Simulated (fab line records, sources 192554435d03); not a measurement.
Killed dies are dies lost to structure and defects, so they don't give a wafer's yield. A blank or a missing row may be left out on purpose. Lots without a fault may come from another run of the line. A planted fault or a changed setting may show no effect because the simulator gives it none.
One fault seen from 2 desks | flow n5_finfet | each desk has only its own numbers; what lay behind them comes last

THE METROLOGY DESK
What the gauges read, lot by lot, whatever tool the lot ran on: means of the sampled wafers that have a number. A lot is out of limits, marked OUT, if its mean lies more than 4 standard deviations from the usual mean; the brackets give that distance. Of its 22 readings 7 are shown: those that lie furthest out on some lot.
Columns: A = IGATE_N at N5_BEOL_M4_RC_MEAS_101, usual 0.0127 nA/um; B = IOFF_N_LONG at N5_BEOL_M4_RC_MEAS_101, usual 5.58e-05 nA/um; C = IOFF_P at N5_BEOL_M4_RC_MEAS_101, usual 0.21 nA/um; D = RC_DENSE_N at N5_BEOL_M4_RC_MEAS_101, usual 19.1 ohm.um; E = RC_N at N5_BEOL_M4_RC_MEAS_101, usual 15.5 ohm.um; F = REXT_N at N5_BEOL_M4_RC_MEAS_101, usual 75.3 ohm.um; G = VT_P at N5_BEOL_M4_RC_MEAS_101, usual -250 mV
lot  | first seen here | A      | B        | C    | D    | E    | F    | G
L518 | day 7 18:26     | 0.0105 | 5.77e-05 | 0.28 | 19.4 | 15.8 | 76.7 | -245
L522 | day 8 18:02     | 0.0113 | 5.32e-05 | 0.19 | 19.3 | 15.7 | 75.9 | -253
L538 | day 13 01:41    | 0.0161 | 5.32e-05 | 0.19 | 18.9 | 15.4 | 74.4 | -254
L533 | day 13 14:40    | 0.0140 | 5.54e-05 | 0.17 | 18.3 | 14.8 | 78.2 | -254
L535 | day 14 01:24    | 0.0159 | 5.14e-05 | 0.22 | 18.8 | 15.2 | 76.3 | -251
L537 | day 14 09:01    | 0.0135 | 5.64e-05 | 0.23 | 20.0 | 16.3 | 75.7 | -248
L530 | day 14 14:58    | 0.0137 | 6.11e-05 | 0.23 | 18.9 | 15.5 | 74.2 | -247
L541 | day 15 04:40    | 0.0103 | 5.57e-05 | 0.21 | 18.8 | 15.3 | 76.0 | -249
This desk's finding: nothing out of limits on any of the 8 lots.

THE TOOL OWNER'S DESK: rie_si-06
The tool's own readings at N5_SD_EPI_N_SD_RECESS_17 (chemistry HBr/Cl2/O2, target depth 41 nm, time 23.7 s, bt time 3 s): means of the sampled wafers that have a number, for each lot that ran on this tool. A lot is out of limits, marked OUT, if its mean lies more than 4 standard deviations from the usual mean; the brackets give that distance.
Columns: A = drypump_motor_current_A at N5_SD_EPI_N_SD_RECESS_17, usual 5.6 A; B = oes_product_au at N5_SD_EPI_N_SD_RECESS_17, usual 1.007 a.u.; C = throttle_valve_pct at N5_SD_EPI_N_SD_RECESS_17, usual 37.0 %
lot  | first seen here | A   | B     | C
L518 | day 3 04:23     | 5.1 | 1.001 | 37.0
L522 | day 4 01:20     | 5.4 | 1.006 | 36.7
L530 | day 6 11:31     | 5.1 | 1.002 | 37.2
L535 | day 7 08:31     | 5.3 | 1.041 | 37.0
L537 | day 7 19:25     | 5.1 | 1.044 | 37.2
This desk's finding: nothing out of limits on any of the 5 lots.

PUT TOGETHER
The metrology desk saw nothing out of limits.
The tool owner's desk saw nothing out of limits.

WHAT THE SIMULATOR HAD PUT IN
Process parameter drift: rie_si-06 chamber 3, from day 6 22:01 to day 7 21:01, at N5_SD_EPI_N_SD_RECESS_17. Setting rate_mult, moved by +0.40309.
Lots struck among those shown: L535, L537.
